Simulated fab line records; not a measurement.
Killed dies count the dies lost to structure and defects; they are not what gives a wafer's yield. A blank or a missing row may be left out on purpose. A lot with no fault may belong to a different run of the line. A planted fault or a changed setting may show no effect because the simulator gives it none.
Which tool is to blame?	flow nand_harc	Sampling: 24 lots, 72 wafers, 3 of 1302 route steps

## WHAT EACH GAUGE READ, for each wafer
NHARC_A_CHANNEL_HOLE_D1_CD_MEAS_10 targets a cd of 100 nm. Usual: cd_nm 99.9 nm, standard deviation 0.45.
lot	measured	on	cd_nm (nm)	flag
L074	day 8 06:58	cd_sem-02	99.2 100.5 99.9	
L076	day 8 22:56	cd_sem-02	99.5 99.0 100.1	
L075	day 9 00:56	cd_sem-02	99.4 99.7 100.1	
L077	day 9 14:10	cd_sem-01	99.8 100.5 99.5	
L078	day 9 22:42	cd_sem-01	99.3 99.8 99.5	
L079	day 10 07:33	cd_sem-02	99.7 100.2 100.2	
L080	day 10 16:18	cd_sem-03	100.5 100.9 100.0	
L081	day 11 12:26	cd_sem-02	99.9 99.2 100.0	
L083	day 12 02:01	cd_sem-03	100.7 100.4 99.5	
L082	day 12 03:55	cd_sem-02	100.6 100.4 99.9	
L084	day 12 17:50	cd_sem-03	99.7 100.3 100.1	
L086	day 13 06:14	cd_sem-03	100.6 100.3 100.5	
L085	day 13 06:43	cd_sem-01	100.0 100.5 100.4	
L087	day 13 14:30	cd_sem-02	100.6 100.4 99.7	
L089	day 14 09:13	cd_sem-01	99.9 99.7 100.2	
L088	day 14 10:38	cd_sem-02	100.1 99.5 98.9	
L090	day 15 02:34	cd_sem-01	99.8 99.9 100.5	
L092	day 15 20:07	cd_sem-02	99.7 99.4 99.7	
L091	day 15 20:16	cd_sem-03	99.7 99.7 99.8	
L093	day 16 12:40	cd_sem-03	100.3 100.2 100.0	
L094	day 16 12:52	cd_sem-01	99.7 100.3 100.7	
L095	day 17 03:34	cd_sem-01	99.7 100.0 100.0	
L096	day 17 11:08	cd_sem-01	100.1 100.2 100.2	
L097	day 18 09:46	cd_sem-02	99.2 100.0 99.4	

NHARC_A_ONON_D2_THK_MEAS_24: measures by ellipsometry. Usual: thk_nm 998 nm, standard deviation 8.7.
lot	measured	on	thk_nm (nm)	flag
L074	day 12 12:19	film_metro-01	992 992 994	
L076	day 13 11:05	film_metro-01	986 984 985	
L075	day 13 11:06	film_metro-02	996 999 997	
L077	day 13 22:05	film_metro-02	986 986 987	
L078	day 14 06:22	film_metro-02	1015 1016 1016	
L079	day 14 21:24	film_metro-02	1004 1002 1003	
L080	day 15 08:10	film_metro-02	993 994 992	
L081	day 15 18:47	film_metro-02	1004 1005 1004	
L083	day 16 10:54	film_metro-01	996 996 996	
L082	day 16 10:33	film_metro-01	995 995 996	
L084	day 17 10:51	film_metro-01	988 987 985	
L086	day 17 15:51	film_metro-02	997 998 997	
L085	day 17 15:42	film_metro-02	990 990 988	
L087	day 17 15:43	film_metro-01	994 994 994	
L089	day 18 14:24	film_metro-02	984 986 984	
L088	day 18 14:38	film_metro-01	1003 1004 1002	
L090	day 19 14:26	film_metro-02	1005 1004 1006	
L092	day 20 04:23	film_metro-02	1002 1002 1002	
L091	day 20 04:23	film_metro-01	1000 997 1001	
L093	day 20 20:13	film_metro-01	1001 1002 1001	
L094	day 20 20:14	film_metro-02	1008 1009 1008	
L095	day 21 12:15	film_metro-02	991 988 990	
L096	day 21 17:56	film_metro-01	1017 1018 1017	
L097	day 22 18:02	film_metro-02	999 998 999	

NHARC_A_ONON_D2_INSPECT_32. Usual: raw_defect_count 396, standard deviation 160.
lot	measured	on	raw_defect_count	flag
L074	day 12 13:59	defect_inspect-02	602 466 385	
L076	day 13 12:46	defect_inspect-01	242 156 288	
L075	day 13 12:46	defect_inspect-02	551 664 644	
L077	day 13 23:44	defect_inspect-02	456 166 268	
L078	day 14 08:03	defect_inspect-02	566 386 465	
L079	day 14 23:04	defect_inspect-01	300 256 317	
L080	day 15 09:52	defect_inspect-02	894 563 529	
L081	day 15 20:28	defect_inspect-02	234 397 478	
L083	day 16 12:36	defect_inspect-01	403 450 270	
L082	day 16 12:13	defect_inspect-01	594 313 276	
L084	day 17 12:31	defect_inspect-02	256 237 470	
L086	day 17 17:34	defect_inspect-01	439 577 433	
L085	day 17 17:22	defect_inspect-02	368 471 580	
L087	day 17 17:22	defect_inspect-01	355 365 464	
L089	day 18 16:05	defect_inspect-02	257 378 362	
L088	day 18 16:18	defect_inspect-02	450 365 509	
L090	day 19 16:06	defect_inspect-02	189 239 209	
L092	day 20 06:08	defect_inspect-02	420 333 397	
L091	day 20 06:03	defect_inspect-02	304 334 323	
L093	day 20 21:53	defect_inspect-01	316 480 359	
L094	day 20 21:57	defect_inspect-01	245 278 370	
L095	day 21 14:39	defect_inspect-02	400 812 548	
L096	day 21 19:37	defect_inspect-01	350 309 243	
L097	day 22 20:02	defect_inspect-02	206 303 345	

## TOOL THAT RAN EACH LOT (tool first, then ch and the chambers of the sampled wafers, then the start)
Record: no process step prior to these readings.

## WHAT THE TOOLS THEMSELVES READ (means of the sampled wafers that have a number; where no wafer has one, the mark that the record gives instead)
The record holds no such reading with a usual standard deviation.

## THE ANSWER, worked out from the rows above alone
Rule: a lot is off if the mean of its wafers that have a number lies more than 3 standard deviations from the usual mean. A lot without any number at a reading at which 4 lots or more have one is off too. The other lots that the step has rows for count as sound. Order of review: gauges by route order, followed by the tools' own readings, for which a lot's mean as printed above is used. At the first step where some lot is off, the reading lying furthest off is the one used; lots without a number count as furthest.
Across all readings shown, no lot is off: no conclusion can be drawn from this.

## WHAT THE SIMULATOR HAD INSERTED
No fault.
